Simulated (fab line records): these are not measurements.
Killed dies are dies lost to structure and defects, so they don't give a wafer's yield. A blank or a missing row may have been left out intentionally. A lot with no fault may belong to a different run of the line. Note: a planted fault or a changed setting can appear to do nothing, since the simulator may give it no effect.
fab line records	flow n5-finfet
[record] lots = 9	wafers = 27	last-day = 18
route steps=1938 shown BEOL_M4@1023
lots untouched by any fault: they come from a run of this same line in which no faults occurred
start-h: the number of hours between the record's first day and the start of the first shown wafer of the lot	wait-h: hours elapsed since this lot's preceding step	" unchanged from the row above	L1.1+2: one row covering several wafers at once	- either no value or no given start	* or withheld: withheld	< > ~ a bound
route shown NAME@n: NAME is a module with steps in the file, n the number in the route of the first one	usual: average and standard deviation across the fault-free wafers	same: alike in all rows	chamber/n: place in a boat	sites: per-site readings	_std_site: standard deviation across them	_edge_site: inner sites' mean taken away from outer sites' mean	radius-mm: how far each site lies from the wafer's centre	mask NAME#n: copy n	behind: the last tool/chamber to shape the wafer	hold: why the lot went on hold/how many hours it stayed there/how the hold came to an end	device: names the non-switching transistor (n, p or np)	end of line: tests run on the same wafers once the route is complete	step lacking rows: just its recipe	killed: the dies lost at the first sort to structure and to defects; this is not the yield of the wafer	map: the dies of a wafer, with x for killed, . for not killed, _ for no die there
set.NAME: the setting as run; set.NAME@STEP: as run at that earlier step	model.NAME: the simulator's own value behind a step, which no gauge read
route steps across a sampled set of lots; one table per step, one row per wafer
services: when a tool's chamber went out of use (start-h, in hours from the record's first day, below 0 if earlier), for how many hours, and the reason
[[steps]]
[step N5_BEOL_M4_PECVD_72]
[recipe] material = SiO2	target-thk-a = 160	temp-c = 400	precursor = TEOS/O2	pressure-torr = 5.5	rf-w = 450	teos-flow-sccm = 53.8	gas = O2	flow-sccm = 3000	time-s = 18
[usual] heater-power-w = 724/95	showerhead-plenum-p-Torr = 8.76/0.063	throttle-valve-pct = 22.4/1.2
lot.wafer	tool	chamber	start-h	wait-h	heater-power-w	showerhead-plenum-p-Torr	throttle-valve-pct
L849.1	pecvd-03	2	158.78	0.0	626	8.74	22.1
L849.4	"	2	"	"	610	8.75	21.9
L849.6	"	1	"	"	925	8.79	24.8
L851.2	pecvd-01	1	185.61	0.0	971	8.75	20.4
L851.4	"	1	"	"	956	8.76	20.3
L851.5	"	2	"	"	616	8.67	21.3
L853.1	pecvd-03	1	199.75	0.0	828	8.79	24.6
L853.3	"	0	"	"	645	8.78	23.1
L853.4	"	2	"	"	710	8.77	22.0
L856.4	pecvd-03	0	204.46	0.1	690	8.75	23.1
L856.5	"	2	"	"	657	8.76	21.9
L856.6	"	1	"	"	878	8.77	24.4
L858.3	pecvd-02	0	229.89	0.0	748	8.80	22.0
L858.4	"	0	"	"	759	8.79	22.0
L858.5	"	2	"	"	684	8.66	21.5
L860.1	pecvd-01	2	234.06	0.0	589	8.68	21.2
L860.3	"	1	"	"	792	8.76	20.2
L860.5	"	0	"	"	786	8.76	23.6
L862.2	pecvd-02	1	238.06	0.0	706	8.92	22.5
L862.4	"	0	"	"	754	8.77	22.1
L862.5	"	1	"	"	680	8.90	22.5
L870.1	pecvd-02	1	306.37	0.0	742	8.92	22.4
L870.2	"	0	"	"	745	8.75	22.0
L870.5	"	1	"	"	724	8.90	22.6
L871.2	pecvd-02	2	308.01	0.0	602	8.66	21.5
L871.3	"	0	"	"	672	8.77	22.0
L871.5	"	1	"	"	752	8.92	22.8
[step N5_BEOL_M4_SPUTTER_92]
[recipe] material = Cu	target-thk-a = 45	temp-c = -20	chamber-pressure-pa = 0.07	power-w = withheld	time-s = 8.29
[usual] chuck-gas-flow-sccm = 1.28/0.056	throttle-valve-pct = 30.1/1.1
lot.wafer	tool	chamber	start-h	wait-h	chuck-gas-flow-sccm	throttle-valve-pct
L849.1	pvd-sputter-03	-	186.58	0.1	1.32	29.8
L849.4	"	-	"	"	1.28	30.8
L849.6	"	-	"	"	1.20	29.3
L851.2	pvd-sputter-02	-	193.36	0.1	1.17	28.7
L851.4	"	-	"	"	1.18	30.3
L851.5	"	-	"	"	1.30	28.8
L853.1	pvd-sputter-02	-	216.45	0.1	1.24	31.0
L853.3	"	-	"	"	1.23	30.4
L853.4	"	-	"	"	1.35	28.7
L856.4	pvd-sputter-03	-	216.94	0.1	1.32	30.1
L856.5	"	-	"	"	1.29	29.6
L856.6	"	-	"	"	1.29	30.1
L858.3	pvd-sputter-01	-	242.41	0.1	1.26	32.0
L858.4	"	-	"	"	1.26	29.8
L858.5	"	-	"	"	1.20	32.0
L860.1	pvd-sputter-02	-	246.45	0.1	1.28	27.9
L860.3	"	-	"	"	1.18	30.6
L860.5	"	-	"	"	1.28	28.1
L862.2	pvd-sputter-01	-	248.45	0.1	1.21	30.0
L862.4	"	-	"	"	1.27	32.0
L862.5	"	-	"	"	1.24	29.7
L871.2	pvd-sputter-01	-	316.56	0.1	1.26	30.1
L871.3	"	-	"	"	1.32	31.9
L871.5	"	-	"	"	1.33	29.6
L870.1	pvd-sputter-02	-	318.15	0.1	1.39	30.7
L870.2	"	-	"	"	1.37	27.9
L870.5	"	-	"	"	1.27	31.0
[step N5_BEOL_M4_SPUTTER_96]
[recipe] material = Cu	target-thk-a = 45	temp-c = -20	chamber-pressure-pa = 0.07	power-w = withheld	time-s = 8.29
[usual] chuck-gas-flow-sccm = 1.27/0.056	throttle-valve-pct = 30.1/1.1
lot.wafer	tool	chamber	start-h	wait-h	chuck-gas-flow-sccm	throttle-valve-pct
L849.1	pvd-sputter-03	-	187.02	0.1	1.28	30.1
L849.4	"	-	"	"	1.26	30.7
L849.6	"	-	"	"	1.20	29.7
L851.2	pvd-sputter-02	-	193.80	0.1	1.16	28.7
L851.4	"	-	"	"	1.34	30.8
L851.5	"	-	"	"	1.20	28.9
L853.1	pvd-sputter-02	-	216.89	0.1	1.29	30.9
L853.3	"	-	"	"	1.34	30.7
L853.4	"	-	"	"	1.22	28.7
L856.4	pvd-sputter-03	-	217.38	0.1	1.24	30.3
L856.5	"	-	"	"	1.26	29.6
L856.6	"	-	"	"	1.28	30.3
L858.3	pvd-sputter-01	-	242.85	0.1	1.27	31.9
L858.4	"	-	"	"	1.36	29.8
L858.5	"	-	"	"	1.22	32.2
L860.1	pvd-sputter-02	-	246.89	0.1	1.30	28.2
L860.3	"	-	"	"	1.32	30.8
L860.5	"	-	"	"	1.25	28.0
L862.2	pvd-sputter-01	-	248.89	0.1	1.22	29.9
L862.4	"	-	"	"	1.27	31.7
L862.5	"	-	"	"	1.30	29.8
L871.2	pvd-sputter-01	-	317.00	0.1	1.30	29.5
L871.3	"	-	"	"	1.16	32.1
L871.5	"	-	"	"	1.38	29.8
L870.1	pvd-sputter-02	-	318.59	0.1	1.28	30.6
L870.2	"	-	"	"	1.20	27.9
L870.5	"	-	"	"	1.35	31.1
[step N5_BEOL_M4_ANNEAL_51]
[recipe] temp-c = 225	time-s = 90	ambient = N2
[usual] wafer_temp_C_max = 225.98/0.24
lot.wafer	tool	chamber	start-h	wait-h	wafer_temp_C_max
L849.1	rtp-anneal-01	0	187.29	0.1	226.06
L849.4	"	0	"	"	226.35
L849.6	"	0	"	"	226.12
L851.2	rtp-anneal-01	0	194.05	0.1	225.84
L851.4	"	0	"	"	225.89
L851.5	"	0	"	"	225.99
L853.1	rtp-anneal-02	0	217.09	0.1	225.77
L853.3	"	0	"	"	225.55
L853.4	"	0	"	"	225.78
L856.4	rtp-anneal-02	0	217.77	0.2	225.95
L856.5	"	0	"	"	226.00
L856.6	"	0	"	"	225.97
L858.3	rtp-anneal-01	0	243.18	0.2	226.32
L858.4	"	0	"	"	225.70
L858.5	"	0	"	"	226.35
L860.1	rtp-anneal-01	0	247.08	0.1	226.30
L860.3	"	0	"	"	225.69
L860.5	"	0	"	"	226.00
L862.2	rtp-anneal-01	0	249.13	0.1	226.07
L862.4	"	0	"	"	225.60
L862.5	"	0	"	"	226.03
L871.2	rtp-anneal-02	0	317.43	0.3	226.01
L871.3	"	0	"	"	226.21
L871.5	"	0	"	"	225.56
L870.1	rtp-anneal-02	0	318.80	0.1	225.88
L870.2	"	0	"	"	225.76
L870.5	"	0	"	"	225.88
[step N5_BEOL_M4_CMP_52]
[recipe] stop-on = SiOC	t-overpolish-s = 6.8	down-force-psi = 1	platen-rpm = 50	clearing-platen-down-force-psi = 1.5	clearing-platen-rpm = 50	post-cmp-clean = cu-alkaline	target-thk-nm = 40	clearing-platen-pad-velocity-m-s = 0.99484	pad-velocity-m-s = 0.99484
[usual] barrier-field-endpoint-s = 25.0/0.6	motor-current-A = 6.0/0.72
lot.wafer	tool	chamber	start-h	wait-h	barrier-field-endpoint-s	motor-current-A
L849.4	cmp-04	3	187.62	0.2	25.0	6.8
L849.1	"	1	"	"	23.8	6.1
L849.6	"	3	"	"	24.3	7.1
L851.2	cmp-04	1	194.38	0.3	24.8	6.1
L851.4	"	2	"	"	24.6	6.1
L851.5	"	0	"	"	25.0	6.7
L853.4	cmp-02	2	217.39	0.1	24.5	5.4
L853.1	"	0	"	"	24.5	5.9
L853.3	"	1	"	"	25.1	5.3
L856.4	cmp-03	2	219.84	2.0	25.8	5.4
L856.6	"	0	"	"	25.7	7.0
L856.5	"	1	"	"	24.4	5.1
L858.3	cmp-02	2	243.43	0.2	25.1	5.4
L858.4	"	0	"	"	26.1	5.7
L858.5	"	1	"	"	25.9	5.1
L860.3	cmp-04	2	247.45	0.2	25.6	5.9
L860.1	"	3	"	"	24.7	6.9
L860.5	"	1	"	"	25.8	6.0
L862.2	cmp-02	1	249.38	0.2	26.3	4.9
L862.4	"	0	"	"	26.1	5.5
L862.5	"	1	"	"	25.5	5.4
L871.2	cmp-02	2	317.72	0.2	25.1	5.6
L871.3	"	3	"	"	33.7	5.1
L871.5	"	1	"	"	26.0	5.2
L870.2	cmp-04	2	319.11	0.2	32.6	5.6
L870.1	"	1	"	"	24.6	6.2
L870.5	"	2	"	"	24.4	5.7
[step N5_BEOL_M4_RC_MEAS_101]
[usual] DIBL_N = 36.0/1.8	DIBL_P = 36.3/2.4	IOFF_N = 0.16/0.035	IOFF_P = 0.21/0.036	ION_N = 673/13	ION_P = 461/7.2	SS_N = 71.4/0.6	SS_P = 73.2/0.7	VT_N = 250/4	VT_P = -250.9/2.9
lot.wafer	tool	chamber	start-h	wait-h	DIBL_N[mV/V]	DIBL_P[mV/V]	IOFF_N[nA/um]	IOFF_P[nA/um]	ION_N[uA/um]	ION_P[uA/um]	SS_N[mV/dec]	SS_P[mV/dec]	VT_N[mV]	VT_P[mV]
L849.1	prober-02	0	188.25	0.0	36.7	38.2	0.19	0.25	675	465	72.5	73.7	248	-248.4
L849.4	"	0	"	"	34.7	33.9	0.14	0.17	666	457	72.2	72.5	250	-252.9
L849.6	"	0	"	"	39.2	41.4	0.25	0.32	693	473	72.8	74.6	242	-245.7
L851.2	prober-02	0	195.12	0.2	34.3	33.5	0.16	0.21	678	463	70.8	73.2	246	-247.1
L851.4	"	0	"	"	34.0	32.9	0.14	0.19	670	459	71.3	72.7	250	-249.6
L851.5	"	0	"	"	32.7	30.7	0.12	0.16	653	461	71.3	72.2	252	-251.3
L853.1	prober-02	0	218.00	0.0	32.7	32.6	0.10	0.14	643	446	70.0	71.9	259	-257.7
L853.3	"	0	"	"	34.2	34.1	0.12	0.16	663	453	71.5	72.7	255	-254.1
L853.4	"	0	"	"	35.7	37.3	0.15	0.20	692	471	71.5	73.3	248	-249.6
L856.4	prober-01	0	221.29	0.5	37.1	38.9	0.18	0.20	690	466	70.7	73.9	244	-253.0
L856.5	"	0	"	"	38.0	39.6	0.18	0.22	681	464	71.6	74.2	247	-252.3
L856.6	"	0	"	"	40.5	43.6	0.26	0.29	697	464	72.0	74.2	242	-248.7
L858.3	prober-02	0	244.31	0.3	36.3	37.7	0.18	0.22	682	457	71.2	74.1	248	-251.5
L858.4	"	0	"	"	34.5	34.6	0.15	0.18	671	456	70.8	72.5	248	-252.5
L858.5	"	0	"	"	36.6	37.1	0.19	0.21	683	464	71.7	73.6	244	-253.3
L860.1	prober-01	0	248.08	0.0	35.0	33.1	0.12	0.16	660	450	70.9	73.1	254	-254.4
L860.3	"	0	"	"	38.4	38.1	0.20	0.23	671	455	72.2	73.1	248	-248.3
L860.5	"	0	"	"	38.7	39.4	0.20	0.25	673	459	71.8	74.1	248	-248.3
L862.2	prober-02	0	250.14	0.2	35.4	34.5	0.16	0.22	674	466	71.8	73.3	249	-246.7
L862.4	"	0	"	"	36.7	35.9	0.19	0.23	676	461	71.8	73.2	248	-249.6
L862.5	"	0	"	"	34.1	33.8	0.14	0.20	674	462	71.0	72.8	249	-249.5
L871.2	prober-01	0	318.44	0.2	37.2	37.1	0.16	0.21	673	457	71.4	73.4	250	-252.4
L871.3	"	0	"	"	37.9	36.6	0.16	0.21	681	461	72.1	74.0	250	-252.9
L871.5	"	0	"	"	39.3	38.0	0.20	0.25	687	464	72.2	73.7	247	-246.7
L870.1	prober-02	0	319.72	0.0	37.5	39.3	0.18	0.24	691	475	71.0	73.8	246	-246.5
L870.2	"	0	"	"	37.7	39.7	0.18	0.25	680	471	72.0	74.1	247	-247.2
L870.5	"	0	"	"	36.6	38.0	0.16	0.23	685	474	71.1	73.4	246	-248.1
[[services]]
tool	chamber	start-h	hours	kind
cmp-02	-	136.03	4.0	pm
cmp-02	-	140.03	-	consumable-replace:conditioner
cmp-02	-	140.03	-	consumable-replace:pad
pecvd-01	0	160.15	4.4	repair
pvd-sputter-02	-	162.27	23.5	repair
pecvd-03	2	170.54	5.2	repair
pecvd-01	-	190.93	2.6	repair
pecvd-02	2	212.62	8.6	repair
cmp-04	-	227.87	4.1	pm
cmp-03	-	240.84	7.0	pm
pecvd-03	1	241.93	22.3	repair
cmp-04	-	249.13	2.6	repair
pecvd-01	2	250.89	-	calibration
pecvd-02	2	267.49	5.5	scheduled-down
pecvd-02	1	272.95	2.1	scheduled-down
pecvd-02	0	279.07	4.1	repair
cmp-03	-	279.49	4.0	pm
pecvd-03	2	280.60	5.5	scheduled-down
cmp-03	-	283.49	-	consumable-replace:conditioner
cmp-03	-	283.49	-	consumable-replace:pad
pecvd-01	-	293.53	14.6	pm
cmp-04	-	300.89	0.4	repair
pvd-sputter-02	-	310.46	4.5	repair
pecvd-02	1	319.10	5.5	scheduled-down
[[key]]
[first-sign] step = N5_BEOL_M4_CMP_52	reading = barrier-field-endpoint-s	direction = up	sigmas = 14	usual = 25.0	struck = 33.2
effect none on later readings
met-at N5_BEOL_M4_PECVD_72
struck-lots L870,L871
struck-wafers L870.2,L871.3
not-acting-at N5_BEOL_M4_SPUTTER_92,N5_BEOL_M4_SPUTTER_96,N5_BEOL_M4_ANNEAL_51
onset-between 238.06 306.37
[fault] kind = process-parameter-drift	tool = pecvd-02	chamber = 0	onset-h = 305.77	steps = N5_BEOL_M4_PECVD_72	channel = time-s	offset = *	shape = step	end-h = 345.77	acts-in = *	stated = *
